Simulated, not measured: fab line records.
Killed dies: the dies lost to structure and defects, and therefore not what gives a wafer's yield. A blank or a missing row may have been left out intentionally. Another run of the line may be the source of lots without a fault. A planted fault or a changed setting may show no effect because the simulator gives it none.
fab line records	flow n5-finfet
record: lots: 24	wafers: 72	last-day: 20
route steps=1938 shown BEOL_M13@1700 BEOL_M14@1727
lots that met no fault: from a run of the same line without faults
start-h: hours from the record's first day to the start of the lot's first wafer shown	wait-h: hours elapsed since this lot's preceding step	" identical to the entry in the row above	L1.1+2: a single row standing in for several wafers	- no value, or no start given	* or withheld: withheld	< > ~ a bound
route shown NAME@n: a module of which the file shows steps, and the number in the route of the first	usual: mean/standard deviation taken from wafers without a fault	same: alike in all rows	chamber/n: place in a boat	sites: the reading at each site	_std_site: the values' standard deviation	_edge_site: inner sites' mean taken away from outer sites' mean	radius-mm: how far each site lies from the wafer's centre	mask NAME#n: copy n	behind: tool/chamber where the wafer was last shaped	hold: cause of the lot's hold/its duration in hours/its outcome	device: the n, p or np transistor that did not switch	end of line: tests of these same wafers at the route's end	for a step that has no rows: nothing shown but its recipe	killed: at the first sort, the dies lost to defects and structure; wafer yield is something else	map: a wafer's dies, marking killed ones x, the rest . and places with no die _
set.NAME: the setting that was run; set.NAME@STEP: the one run at that earlier step	model.NAME: the simulator's own value behind a step, which no gauge read
route steps across a sampled set of lots; one table per step, one row per wafer
services: a tool's chamber out of use, with start hour (start-h, from the record's first day; less than 0 if before it), hours out, and reason
== steps ==
step: N5_BEOL_M13_ETCH_38
recipe: chemistry: CF4/N2	target: SiCN	target-depth-a: 675	taper-deg: 2	time-s: 71.9	ion-energy-ev: 150	mask-material: SiO2	pressure-mtorr: 40	source-w: 430	bias-w: 70	Ar_flow_sccm: 100	cf4-flow-sccm: 60	n2-flow-sccm: 60
usual: drypump-motor-current-A: 5.7/0.39	oes-product-au: 0.78/0.093	rf-fwd-power-W: 428.3/1.2	rf-vpp-V: 382.1/2	showerhead-plenum-p-Torr: 2.20/0.078	throttle-valve-pct: 15.53/0.23
lot.wafer	tool	chamber	start-h	wait-h	drypump-motor-current-A	oes-product-au	rf-fwd-power-W	rf-hours-counter-h	rf-vpp-V	showerhead-plenum-p-Torr	throttle-valve-pct
L074.2	rie-diel-02	2	282.54	-	6.0	0.84	428.7	85	380.6	2.14	15.44
L074.5	"	1	"	"	5.6	0.73	427.9	-	381.1	2.10	15.68
L074.6	"	0	"	"	4.8	0.94	428.6	-	382.7	2.25	15.30
L075.2	rie-diel-02	1	308.64	-	5.6	0.73	428.7	191	379.8	2.10	15.71
L075.3	"	2	"	"	6.1	0.82	427.3	94	378.6	2.14	15.46
L075.4	"	3	"	"	5.9	0.72	429.0	210	380.3	2.10	15.46
L077.1	rie-diel-03	0	308.91	-	5.9	0.78	428.7	130	384.0	2.30	15.55
L077.2	"	2	"	"	5.7	0.67	427.9	240	380.4	2.10	15.69
L077.5	"	3	"	"	5.5	0.68	428.0	-	383.5	2.28	15.68
L076.1	rie-diel-02	0	313.45	-	4.8	0.92	428.7	29	383.9	2.24	15.32
L076.2	"	3	"	"	5.9	0.71	429.8	212	379.1	2.10	15.47
L076.4	"	1	"	"	5.6	0.72	426.9	193	380.8	2.10	15.72
L078.1	rie-diel-05	0	316.39	-	5.8	0.67	429.8	248	380.4	2.17	15.40
L078.3	"	1	"	"	5.4	0.84	427.6	72	381.9	2.23	15.19
L078.5	"	0	"	"	5.8	0.66	427.8	-	382.1	2.17	15.38
L079.3	rie-diel-02	2	316.47	-	6.1	0.82	429.4	98	380.2	2.14	15.47
L079.5	"	3	"	"	5.9	0.71	429.0	-	379.2	2.10	15.48
L079.6	"	2	"	"	6.1	0.82	429.8	-	379.7	2.14	15.46
L081.1	rie-diel-03	2	326.35	-	5.7	0.67	427.2	248	380.1	2.09	15.70
L081.3	"	0	"	"	5.9	0.77	428.5	139	384.6	2.30	15.54
L081.6	"	2	"	"	5.7	0.67	427.6	-	379.7	2.09	15.70
L082.1	rie-diel-05	1	331.81	-	5.4	0.84	425.5	80	385.2	2.23	15.20
L082.3	"	2	"	"	6.2	0.88	428.8	48	378.9	2.16	15.43
L082.4	"	2	"	"	6.2	0.88	428.4	-	380.6	2.16	15.43
L080.3	rie-diel-05	1	335.93	-	5.3	0.83	429.2	83	381.3	2.23	15.21
L080.5	"	1	"	"	5.3	0.83	427.6	-	382.9	2.23	15.20
L080.6	"	2	"	"	6.2	0.87	429.0	-	380.8	2.15	15.42
L084.1	rie-diel-05	3	336.97	-	6.4	0.74	428.8	193	382.8	2.19	15.79
L084.2	"	2	"	"	6.2	0.87	427.7	51	381.7	2.15	15.42
L084.4	"	1	"	"	5.3	0.83	427.6	-	383.0	2.23	15.20
L083.1	rie-diel-02	3	339.41	-	5.9	0.70	427.8	223	379.5	2.10	15.48
L083.4	"	0	"	"	4.8	0.91	428.7	40	381.9	2.24	15.34
L083.6	"	0	"	"	4.8	0.91	428.8	-	384.3	2.24	15.36
L085.2	rie-diel-02	3	357.31	-	5.9	0.69	426.1	232	380.1	2.10	15.52
L085.3	"	2	"	"	6.0	0.80	427.6	114	381.6	2.13	15.50
L085.6	"	0	"	"	4.8	0.89	430.0	-	383.6	2.24	15.36
L086.1	rie-diel-03	3	361.99	-	5.4	0.68	427.0	222	383.9	2.27	15.70
L086.4	"	0	"	"	5.9	0.77	429.1	-	385.7	2.30	15.56
L086.6	"	3	"	"	5.5	0.67	429.9	-	383.0	2.27	15.69
L088.2	rie-diel-02	3	366.60	-	5.9	0.69	429.7	236	380.7	2.09	15.51
L088.4	"	0	"	"	4.8	0.88	429.8	-	382.0	2.24	15.38
L088.5	"	2	"	"	6.0	0.80	428.6	-	380.8	2.13	15.52
L087.2	rie-diel-05	0	369.12	-	5.8	0.95	428.1	8	381.3	2.17	14.94
L087.3	"	3	"	"	6.4	0.72	427.9	207	382.0	2.18	15.83
L087.5	"	2	"	"	6.2	0.85	427.0	-	380.5	2.15	15.47
L089.2	rie-diel-03	0	383.51	-	5.9	0.75	431.5	151	384.0	2.30	15.59
L089.4	"	1	"	"	5.7	0.68	427.0	230	381.1	2.18	15.86
L089.5	"	1	"	"	5.8	0.68	426.6	-	380.9	2.18	15.85
L093.1	rie-diel-03	0	402.23	-	5.9	0.76	429.4	154	383.2	2.29	15.57
L093.3	"	1	"	"	5.7	0.68	429.4	234	382.5	2.18	15.87
L093.5	"	3	"	"	5.5	0.66	430.0	-	384.1	2.27	15.71
L092.1	rie-diel-02	0	402.45	-	4.8	0.87	427.1	60	381.5	2.23	15.39
L092.2	"	3	"	"	5.9	0.68	430.5	246	378.4	2.09	15.55
L092.5	"	0	"	"	4.8	0.87	426.5	-	382.9	2.23	15.41
L090.1	rie-diel-05	0	402.53	-	5.8	0.92	431.6	19	380.4	2.17	14.97
L090.4	"	1	"	"	5.4	0.81	427.9	108	382.9	2.22	15.23
L090.5	"	3	"	"	6.4	0.72	427.8	-	382.1	2.18	15.84
L091.1	rie-diel-03	3	406.04	-	5.5	0.66	429.8	234	383.0	2.27	15.72
L091.4	"	2	"	"	5.7	0.94	426.3	5	385.5	2.36	15.20
L091.6	"	0	"	"	6.0	0.75	426.6	-	384.2	2.30	15.58
L096.1	rie-diel-03	0	427.23	-	5.9	0.75	427.1	160	383.7	2.29	15.59
L096.2	"	3	"	"	5.5	0.66	427.9	241	383.7	2.27	15.72
L096.3	"	2	"	"	5.7	0.92	428.3	11	386.0	2.35	15.23
L095.1	rie-diel-03	2	432.72	-	5.7	0.91	428.7	12	385.3	2.35	15.21
L095.2	"	0	"	"	5.9	0.75	427.5	161	384.1	2.29	15.59
L095.4	"	3	"	"	5.5	0.65	429.3	242	384.5	2.27	15.73
L097.4	rie-diel-03	1	442.33	-	5.8	0.68	427.4	244	380.8	2.18	15.89
L097.5	"	0	"	"	5.9	0.75	427.4	-	385.1	2.29	15.61
L097.6	"	3	"	"	5.5	0.66	429.7	-	383.0	2.26	15.74
L094.1	rie-diel-03	1	451.65	-	5.8	0.69	429.1	246	380.7	2.18	15.90
L094.4	"	0	"	"	5.8	0.75	429.0	166	384.9	2.29	15.61
L094.5	"	1	"	"	5.8	0.69	427.6	-	382.5	2.18	15.90
step: N5_BEOL_M14_OVL_MEAS_11
recipe: points-per-wafer: 44
usual: V13_OVL: 4/4.6
lot.wafer	tool	chamber	start-h	wait-h	V13_OVL[nm]
L074.2	overlay-02	0	285.09	0.0	0
L074.5	"	0	"	"	0
L074.6	"	0	"	"	-5
L075.2	overlay-02	0	311.07	0.0	1
L075.3	"	0	"	"	-6
L075.4	"	0	"	"	1
L077.1	overlay-01	0	311.39	0.0	11
L077.2	"	0	"	"	3
L077.5	"	0	"	"	7
L076.1	overlay-01	0	315.63	0.0	4
L076.2	"	0	"	"	7
L076.4	"	0	"	"	15
L078.1	overlay-02	0	318.67	0.0	7
L078.3	"	0	"	"	9
L078.5	"	0	"	"	0
L079.3	overlay-01	0	318.72	0.0	8
L079.5	"	0	"	"	7
L079.6	"	0	"	"	4
L081.1	overlay-01	0	328.61	0.0	6
L081.3	"	0	"	"	2
L081.6	"	0	"	"	7
L082.1	overlay-02	0	334.10	0.0	4
L082.3	"	0	"	"	10
L082.4	"	0	"	"	9
L080.3	overlay-01	0	338.38	0.0	-1
L080.5	"	0	"	"	2
L080.6	"	0	"	"	2
L084.1	overlay-01	0	339.07	0.0	4
L084.2	"	0	"	"	6
L084.4	"	0	"	"	7
L083.1	overlay-01	0	341.70	0.0	3
L083.4	"	0	"	"	7
L083.6	"	0	"	"	6
L085.2	overlay-02	0	359.76	0.0	17
L085.3	"	0	"	"	4
L085.6	"	0	"	"	10
L086.1	overlay-01	0	364.93	0.0	-1
L086.4	"	0	"	"	0
L086.6	"	0	"	"	1
L088.2	overlay-01	0	370.56	0.0	-1
L088.4	"	0	"	"	-7
L088.5	"	0	"	"	-5
L087.2	overlay-02	0	371.35	0.0	-4
L087.3	"	0	"	"	-4
L087.5	"	0	"	"	-3
L089.2	overlay-02	0	387.60	0.0	5
L089.4	"	0	"	"	5
L089.5	"	0	"	"	3
L093.1	overlay-02	0	404.78	0.0	5
L093.3	"	0	"	"	10
L093.5	"	0	"	"	10
L092.1	overlay-02	0	404.95	0.0	3
L092.2	"	0	"	"	5
L092.5	"	0	"	"	8
L090.1	overlay-02	0	409.81	0.0	4
L090.4	"	0	"	"	10
L090.5	"	0	"	"	8
L091.1	overlay-02	0	410.54	0.0	5
L091.4	"	0	"	"	2
L091.6	"	0	"	"	1
L096.1	overlay-02	0	430.60	0.0	3
L096.2	"	0	"	"	3
L096.3	"	0	"	"	10
L095.1	overlay-02	0	435.16	0.0	3
L095.2	"	0	"	"	4
L095.4	"	0	"	"	9
L097.4	overlay-02	0	445.23	0.0	5
L097.5	"	0	"	"	8
L097.6	"	0	"	"	6
L094.1	overlay-01	0	454.25	0.0	1
L094.4	"	0	"	"	-1
L094.5	"	0	"	"	0
step: N5_BEOL_M14_STRIP_64
recipe: chemistry: O2	power-w: 600	temp-c: 60	pressure-mtorr: 30	rf-frequency-hz: 6e+07	bias-power-w: 0	overash-fraction: 0.3	o2-flow-sccm: 225
usual: drypump-motor-current-A: 5.8/0.41	oes-product-au: 0.76/0.071	rf-vpp-V: 3.6/0.45	showerhead-plenum-p-Torr: 2.12/0.053	throttle-valve-pct: 16.74/0.19
lot.wafer	tool	chamber	start-h	wait-h	drypump-motor-current-A	oes-product-au	rf-hours-counter-h	rf-vpp-V	showerhead-plenum-p-Torr	throttle-valve-pct
L074.2	rie-diel-04	0	-	-	6.4	0.86	47	3.7	2.22	16.55
L074.5	"	0	"	"	6.4	0.87	-	3.2	2.22	16.58
L074.6	"	3	"	"	6.5	0.73	-	3.2	2.17	16.58
L075.2	rie-diel-04	3	-	-	6.5	0.73	216	2.8	2.17	16.60
L075.3	"	2	"	"	5.4	0.68	248	3.5	2.15	17.26
L075.4	"	0	"	"	6.4	0.86	57	3.0	2.21	16.60
L077.1	rie-diel-01	2	-	-	6.3	0.80	105	3.9	2.02	16.80
L077.2	"	3	"	"	5.6	0.73	177	3.5	2.09	16.84
L077.5	"	3	"	"	5.6	0.73	-	3.5	2.09	16.83
L076.1	rie-diel-04	1	-	-	5.3	0.76	140	2.9	2.09	16.45
L076.2	"	3	"	"	6.5	0.73	218	3.5	2.17	16.61
L076.4	"	2	"	"	5.4	0.68	249	3.7	2.15	17.28
L078.1	rie-diel-04	1	-	-	5.3	0.75	141	3.8	2.09	16.47
L078.3	"	3	"	"	6.5	0.73	219	2.8	2.17	16.60
L078.5	"	0	"	"	6.4	0.85	-	3.2	2.21	16.62
L079.3	rie-diel-01	2	-	-	6.2	0.80	109	3.7	2.02	16.83
L079.5	"	1	"	"	5.7	0.78	-	2.7	2.11	16.71
L079.6	"	2	"	"	6.3	0.79	-	4.0	2.02	16.82
L081.1	rie-diel-04	3	-	-	6.5	0.71	225	4.3	2.17	16.62
L081.3	"	1	"	"	5.3	0.76	-	3.8	2.09	16.46
L081.6	"	1	"	"	5.3	0.76	-	4.3	2.09	16.45
L082.1	rie-diel-01	0	-	-	5.7	0.82	110	4.4	2.20	16.76
L082.3	"	2	"	"	6.3	0.79	115	3.2	2.02	16.83
L082.4	"	1	"	"	5.7	0.77	134	4.4	2.11	16.74
L080.3	rie-diel-06	2	-	-	5.1	0.69	225	4.2	2.17	16.68
L080.5	"	2	"	"	5.1	0.70	-	4.4	2.17	16.69
L080.6	"	1	"	"	5.7	0.79	-	3.2	2.11	16.75
L084.1	rie-diel-01	3	-	-	5.6	0.72	190	3.8	2.08	16.88
L084.2	"	0	"	"	5.7	0.80	113	3.6	2.20	16.78
L084.4	"	3	"	"	5.6	0.72	-	2.9	2.08	16.89
L083.1	rie-diel-06	1	-	-	5.7	0.78	114	3.5	2.11	16.78
L083.4	"	3	"	"	5.9	0.72	194	3.7	2.09	16.77
L083.6	"	3	"	"	5.9	0.71	-	4.2	2.09	16.78
L085.2	rie-diel-06	1	-	-	5.8	0.78	121	4.0	2.10	16.77
L085.3	"	0	"	"	6.0	0.69	244	3.6	2.06	17.01
L085.6	"	3	"	"	5.9	0.71	-	3.8	2.09	16.80
L086.1	rie-diel-06	0	-	-	5.9	0.69	246	3.6	2.06	17.00
L086.4	"	3	"	"	5.9	0.71	204	3.5	2.09	16.79
L086.6	"	3	"	"	5.9	0.71	-	2.9	2.09	16.81
L088.2	rie-diel-01	2	-	-	6.2	0.77	131	3.9	2.01	16.86
L088.4	"	3	"	"	5.5	0.70	202	3.9	2.08	16.90
L088.5	"	1	"	"	5.8	0.76	-	3.4	2.10	16.74
L087.2	rie-diel-04	1	-	-	5.3	0.74	164	3.7	2.08	16.48
L087.3	"	3	"	"	6.5	0.71	242	3.0	2.16	16.64
L087.5	"	3	"	"	6.5	0.70	-	3.4	2.16	16.66
L089.2	rie-diel-01	1	-	-	5.7	0.75	151	3.8	2.10	16.75
L089.4	"	3	"	"	5.5	0.71	206	3.0	2.08	16.92
L089.5	"	3	"	"	5.5	0.70	-	3.8	2.08	16.90
L093.1	rie-diel-01	3	-	-	5.6	0.70	213	3.3	2.07	16.92
L093.3	"	0	"	"	5.7	0.78	138	3.7	2.19	16.83
L093.5	"	3	"	"	5.6	0.71	-	3.7	2.07	16.92
L092.1	rie-diel-01	1	-	-	5.7	0.75	158	3.9	2.10	16.77
L092.2	"	0	"	"	5.8	0.78	138	3.6	2.19	16.82
L092.5	"	1	"	"	5.7	0.75	-	4.3	2.10	16.78
L090.1	rie-diel-06	1	-	-	5.7	0.75	142	3.7	2.10	16.81
L090.4	"	1	"	"	5.7	0.76	-	2.6	2.10	16.81
L090.5	"	3	"	"	5.9	0.69	-	3.8	2.08	16.84
L091.1	rie-diel-06	1	-	-	5.7	0.76	142	3.7	2.10	16.81
L091.4	"	2	"	"	5.0	0.68	-	4.4	2.16	16.74
L091.6	"	3	"	"	5.8	0.70	-	3.5	2.08	16.83
L096.1	rie-diel-04	2	-	-	5.4	0.89	32	3.7	2.14	16.86
L096.2	"	3	"	"	6.5	0.96	6	3.3	2.15	16.22
L096.3	"	1	"	"	5.3	0.72	184	3.0	2.08	16.55
L095.1	rie-diel-06	0	-	-	5.9	0.92	11	4.3	2.06	16.58
L095.2	"	3	"	"	5.9	0.69	231	3.5	2.08	16.84
L095.4	"	1	"	"	5.7	0.75	153	4.4	2.09	16.83
L097.4	rie-diel-06	1	-	-	5.7	0.75	158	3.9	2.09	16.84
L097.5	"	3	"	"	5.9	0.69	-	3.6	2.08	16.85
L097.6	"	0	"	"	5.9	0.91	-	3.9	2.05	16.57
L094.1	rie-diel-04	0	-	-	6.4	0.81	99	2.9	2.20	16.67
L094.4	"	3	"	"	6.5	0.93	14	3.1	2.15	16.22
L094.5	"	2	"	"	5.4	0.88	-	3.8	2.14	16.88
step: N5_BEOL_M14_CD_MEAS_28
recipe: target-cd-nm: 284.4	landing-energy-ev: 500	detector: se-inlens
usual: cd-nm: 284.6/1.4
lot.wafer	tool	chamber	start-h	wait-h	cd-nm
L074.2	cd-sem-03	0	286.22	-	286.7
L074.5	"	0	"	"	284.5
L074.6	"	0	"	"	284.9
L075.2	cd-sem-01	0	312.38	-	285.6
L075.3	"	0	"	"	284.0
L075.4	"	0	"	"	282.6
L077.1	cd-sem-01	0	313.23	-	282.5
L077.2	"	0	"	"	284.2
L077.5	"	0	"	"	282.8
L076.1	cd-sem-03	0	316.45	-	285.2
L076.2	"	0	"	"	286.0
L076.4	"	0	"	"	283.7
L078.1	cd-sem-02	0	319.64	-	284.9
L078.3	"	0	"	"	284.7
L078.5	"	0	"	"	285.3
L079.3	cd-sem-02	0	319.80	-	283.4
L079.5	"	0	"	"	283.0
L079.6	"	0	"	"	284.0
L081.1	cd-sem-02	0	329.60	-	283.4
L081.3	"	0	"	"	284.0
L081.6	"	0	"	"	282.6
L082.1	cd-sem-03	0	335.05	-	283.6
L082.3	"	0	"	"	281.8
L082.4	"	0	"	"	282.1
L080.3	cd-sem-03	0	339.86	-	285.2
L080.5	"	0	"	"	285.1
L080.6	"	0	"	"	284.4
L084.1	cd-sem-02	0	340.05	-	283.7
L084.2	"	0	"	"	284.2
L084.4	"	0	"	"	282.6
L083.1	cd-sem-03	0	342.67	-	284.7
L083.4	"	0	"	"	283.1
L083.6	"	0	"	"	284.2
L085.2	cd-sem-01	0	360.59	-	283.1
L085.3	"	0	"	"	283.1
L085.6	"	0	"	"	283.6
L086.1	cd-sem-03	0	365.89	-	281.5
L086.4	"	0	"	"	282.8
L086.6	"	0	"	"	285.6
L088.2	cd-sem-01	0	371.62	-	283.3
L088.4	"	0	"	"	283.6
L088.5	"	0	"	"	284.1
L087.2	cd-sem-03	0	372.30	-	285.3
L087.3	"	0	"	"	283.7
L087.5	"	0	"	"	285.5
L089.2	cd-sem-02	0	388.42	-	286.0
L089.4	"	0	"	"	285.8
L089.5	"	0	"	"	286.0
L093.1	cd-sem-03	0	405.73	-	285.5
L093.3	"	0	"	"	285.7
L093.5	"	0	"	"	285.7
L092.1	cd-sem-03	0	406.15	-	286.3
L092.2	"	0	"	"	287.3
L092.5	"	0	"	"	286.2
L090.1	cd-sem-02	0	410.63	-	286.0
L090.4	"	0	"	"	285.2
L090.5	"	0	"	"	285.6
L091.1	cd-sem-02	0	411.36	-	284.7
L091.4	"	0	"	"	285.3
L091.6	"	0	"	"	285.1
L096.1	cd-sem-01	0	431.42	-	284.0
L096.2	"	0	"	"	285.8
L096.3	"	0	"	"	286.1
L095.1	cd-sem-01	0	436.13	-	286.1
L095.2	"	0	"	"	283.3
L095.4	"	0	"	"	282.7
L097.4	cd-sem-01	0	446.10	-	283.6
L097.5	"	0	"	"	285.0
L097.6	"	0	"	"	284.0
L094.1	cd-sem-02	0	455.19	-	285.1
L094.4	"	0	"	"	286.2
L094.5	"	0	"	"	285.6
step: N5_BEOL_M14_PRE_CLEAN_42
recipe: gas: H2/He	time-s: 30	temp-c: 300
usual: heater-power-w: 466/50
lot.wafer	tool	chamber	start-h	wait-h	heater-power-w
L074.2	pvd-sputter-02	-	290.93	0.0	493
L074.5	"	-	"	"	532
L074.6	"	-	"	"	456
L075.2	pvd-sputter-02	-	314.51	0.0	499
L075.3	"	-	"	"	519
L075.4	"	-	"	"	457
L077.1	pvd-sputter-02	-	316.85	0.0	498
L077.2	"	-	"	"	540
L077.5	"	-	"	"	530
L076.1	pvd-sputter-02	-	318.39	0.0	487
L076.2	"	-	"	"	526
L076.4	"	-	"	"	526
L078.1	pvd-sputter-02	-	323.73	0.0	461
L078.3	"	-	"	"	492
L078.5	"	-	"	"	523
L079.3	pvd-sputter-02	-	324.25	0.0	457
L079.5	"	-	"	"	491
L079.6	"	-	"	"	456
L081.1	pvd-sputter-03	-	330.86	0.0	406
L081.3	"	-	"	"	396
L081.6	"	-	"	"	408
L082.1	pvd-sputter-03	-	336.99	0.0	463
L082.3	"	-	"	"	407
L082.4	"	-	"	"	424
L080.3	pvd-sputter-03	-	343.84	0.0	402
L080.5	"	-	"	"	424
L080.6	"	-	"	"	390
L084.1	pvd-sputter-03	-	344.28	0.0	469
L084.2	"	-	"	"	395
L084.4	"	-	"	"	423
L083.1	pvd-sputter-01	-	344.65	0.0	507
L083.4	"	-	"	"	573
L083.6	"	-	"	"	572
L085.2	pvd-sputter-03	-	363.96	0.0	393
L085.3	"	-	"	"	459
L085.6	"	-	"	"	422
L086.1	pvd-sputter-03	-	369.15	0.0	405
L086.4	"	-	"	"	458
L086.6	"	-	"	"	396
L088.2	pvd-sputter-02	-	373.46	0.0	518
L088.4	"	-	"	"	443
L088.5	"	-	"	"	523
L087.2	pvd-sputter-02	-	373.78	0.0	550
L087.3	"	-	"	"	517
L087.5	"	-	"	"	518
L089.2	pvd-sputter-01	-	389.48	0.0	472
L089.4	"	-	"	"	493
L089.5	"	-	"	"	472
L093.1	pvd-sputter-03	-	410.66	0.0	426
L093.3	"	-	"	"	464
L093.5	"	-	"	"	408
L092.1	pvd-sputter-03	-	411.54	0.0	471
L092.2	"	-	"	"	427
L092.5	"	-	"	"	412
L090.1	pvd-sputter-02	-	411.99	0.0	431
L090.4	"	-	"	"	485
L090.5	"	-	"	"	499
L091.1	pvd-sputter-01	-	413.15	0.0	565
L091.4	"	-	"	"	477
L091.6	"	-	"	"	558
L096.1	pvd-sputter-03	-	433.85	0.0	467
L096.2	"	-	"	"	399
L096.3	"	-	"	"	433
L095.1	pvd-sputter-02	-	438.12	0.0	494
L095.2	"	-	"	"	521
L095.4	"	-	"	"	523
L097.4	pvd-sputter-03	-	448.85	0.0	403
L097.5	"	-	"	"	429
L097.6	"	-	"	"	460
L094.1	pvd-sputter-03	-	458.86	0.0	434
L094.4	"	-	"	"	464
L094.5	"	-	"	"	404
step: N5_BEOL_M14_RS_MEAS_54
recipe: thk-meas-gauge: four-point-probe	reads: Cu_of_BEOL_M14_ECD_47+Ta_of_BEOL_M14_SPUTTER_44+TaN_of_BEOL_M14_SPUTTER_43
usual: M14_RS: 0.0333/0.00038
lot.wafer	tool	chamber	start-h	wait-h	M14_RS[ohm/sq]
L074.2	film-metro-02	-	292.22	0.1	0.0333
L074.5	"	-	"	"	0.0337
L074.6	"	-	"	"	0.0332
L075.2	film-metro-02	-	315.74	0.1	0.0335
L075.3	"	-	"	"	0.0331
L075.4	"	-	"	"	0.0333
L077.1	film-metro-02	-	318.31	0.0	0.0333
L077.2	"	-	"	"	0.0332
L077.5	"	-	"	"	0.0333
L076.1	film-metro-01	-	319.62	0.0	0.0340
L076.2	"	-	"	"	0.0338
L076.4	"	-	"	"	0.0330
L078.1	film-metro-02	-	324.96	0.0	0.0329
L078.3	"	-	"	"	0.0329
L078.5	"	-	"	"	0.0331
L079.3	film-metro-01	-	325.56	0.1	0.0327
L079.5	"	-	"	"	0.0328
L079.6	"	-	"	"	0.0329
L081.1	film-metro-02	-	332.09	0.0	0.0334
L081.3	"	-	"	"	0.0332
L081.6	"	-	"	"	0.0334
L082.1	film-metro-02	-	338.21	0.0	0.0336
L082.3	"	-	"	"	0.0334
L082.4	"	-	"	"	0.0330
L080.3	film-metro-02	-	345.52	0.1	0.0332
L080.5	"	-	"	"	0.0331
L080.6	"	-	"	"	0.0337
L084.1	film-metro-01	-	346.69	0.0	0.0334
L084.2	"	-	"	"	0.0327
L084.4	"	-	"	"	0.0330
L083.1	film-metro-02	-	346.71	0.0	0.0334
L083.4	"	-	"	"	0.0333
L083.6	"	-	"	"	0.0339
L085.2	film-metro-02	-	365.37	0.1	0.0336
L085.3	"	-	"	"	0.0336
L085.6	"	-	"	"	0.0343
L086.1	film-metro-01	-	370.42	0.0	0.0330
L086.4	"	-	"	"	0.0337
L086.6	"	-	"	"	0.0333
L088.2	film-metro-02	-	374.69	0.1	0.0331
L088.4	"	-	"	"	0.0336
L088.5	"	-	"	"	0.0332
L087.2	film-metro-02	-	375.01	0.1	0.0327
L087.3	"	-	"	"	0.0329
L087.5	"	-	"	"	0.0327
L089.2	film-metro-02	-	390.99	0.1	0.0332
L089.4	"	-	"	"	0.0339
L089.5	"	-	"	"	0.0333
L093.1	film-metro-01	-	412.01	0.1	0.0336
L093.3	"	-	"	"	0.0336
L093.5	"	-	"	"	0.0334
L092.1	film-metro-01	-	413.34	0.0	0.0338
L092.2	"	-	"	"	0.0328
L092.5	"	-	"	"	0.0332
L090.1	film-metro-01	-	415.32	0.0	0.0334
L090.4	"	-	"	"	0.0328
L090.5	"	-	"	"	0.0335
L091.1	film-metro-02	-	415.75	0.0	0.0329
L091.4	"	-	"	"	0.0328
L091.6	"	-	"	"	0.0335
L096.1	film-metro-02	-	435.99	0.0	0.0336
L096.2	"	-	"	"	0.0332
L096.3	"	-	"	"	0.0328
L095.1	film-metro-01	-	439.75	0.0	0.0338
L095.2	"	-	"	"	0.0329
L095.4	"	-	"	"	0.0339
L097.4	film-metro-01	-	450.08	0.0	0.0329
L097.5	"	-	"	"	0.0331
L097.6	"	-	"	"	0.0338
L094.1	film-metro-01	-	460.09	0.0	0.0336
L094.4	"	-	"	"	0.0324
L094.5	"	-	"	"	0.0336
== services ==
tool	chamber	start-h	hours	kind
rie-diel-04	3	260.32	20.8	repair
rie-diel-02	0	294.77	12.3	repair
rie-diel-06	1	301.28	8.3	repair
rie-diel-06	-	310.71	2.8	pm
rie-diel-01	0	311.39	14.6	repair
rie-diel-03	1	312.30	15.5	repair
rie-diel-02	2	322.19	4.5	repair
rie-diel-01	1	323.83	2.3	repair
rie-diel-03	-	327.21	28.1	pm
rie-diel-04	0	328.48	9.2	repair
rie-diel-02	-	332.96	1.8	repair
rie-diel-01	1	337.50	9.0	repair
rie-diel-02	0	350.85	2.9	repair
rie-diel-02	-	368.45	4.3	pm
rie-diel-03	-	374.24	1.1	repair
rie-diel-01	3	376.33	6.9	repair
rie-diel-06	0	377.94	8.3	repair
rie-diel-01	2	397.61	35.8	repair
rie-diel-06	2	401.88	2.7	repair
rie-diel-03	-	408.89	2.8	pm
rie-diel-02	-	412.46	0.3	repair
rie-diel-06	1	416.73	1.6	repair
rie-diel-01	3	424.27	7.3	repair
pvd-sputter-02	-	444.70	7.5	repair
== key ==
fault none
